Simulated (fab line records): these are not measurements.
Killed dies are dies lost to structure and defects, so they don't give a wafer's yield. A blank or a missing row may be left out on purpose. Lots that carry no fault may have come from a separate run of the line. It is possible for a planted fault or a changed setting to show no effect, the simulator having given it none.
Which tool is to blame?    flow n5-finfet    36 wafers sampled from 12 lots at 1 step of a route of 1938

== WHAT THE GAUGES READ, wafer by wafer ==
N5_BEOL_M13_CD_MEAS_28: the cd target is 209.5 nm.
lot   measured      on         cd-nm (nm)
L076  day 11 07:56  cd-sem-01  210.3 207.9 207.8
L074  day 11 20:49  cd-sem-03  210.1 205.2 206.7
L078  day 12 04:05  cd-sem-01  206.9 205.2 203.8
L081  day 12 12:29  cd-sem-01  209.9 209.3 210.8
L083  day 13 10:03  cd-sem-01  209.2 206.1 206.3
L086  day 13 23:39  cd-sem-03  207.1 205.4 208.5
L087  day 14 09:30  cd-sem-03  212.4 210.8 209.3
L089  day 14 14:48  cd-sem-03  208.3 204.7 205.5
L090  day 15 09:14  cd-sem-03  211.6 209.0 211.3
L094  day 15 13:26  cd-sem-01  208.6 210.8 210.5
L095  day 15 23:13  cd-sem-02  212.2 208.3 209.3
L096  day 16 15:57  cd-sem-03  212.0 207.3 209.8

== TOOL THAT RAN EACH LOT (tool first, then ch and the chambers of the sampled wafers, then the start) ==
The record holds no process step before these readings.

== THE ANSWER, worked out from the rows above alone ==
Rule: what is usual is taken from the lots themselves. Put in order of their means at a reading, lots are off if they are a third of the lots or fewer, leave a main group of 4 or more, and stand apart from it by a gap of 3 or more times the standard deviation of the main group's means; of several such gaps the widest counts. Not used: any main group whose means are identical at the precision the tables above print for the reading. Also off: a lot with no number at a reading for which 4 or more lots have one. The other lots that the step has rows for count as sound.
No lot is off at any reading shown: from this, nothing can be told.

== WHAT THE SIMULATOR HAD PUT IN ==
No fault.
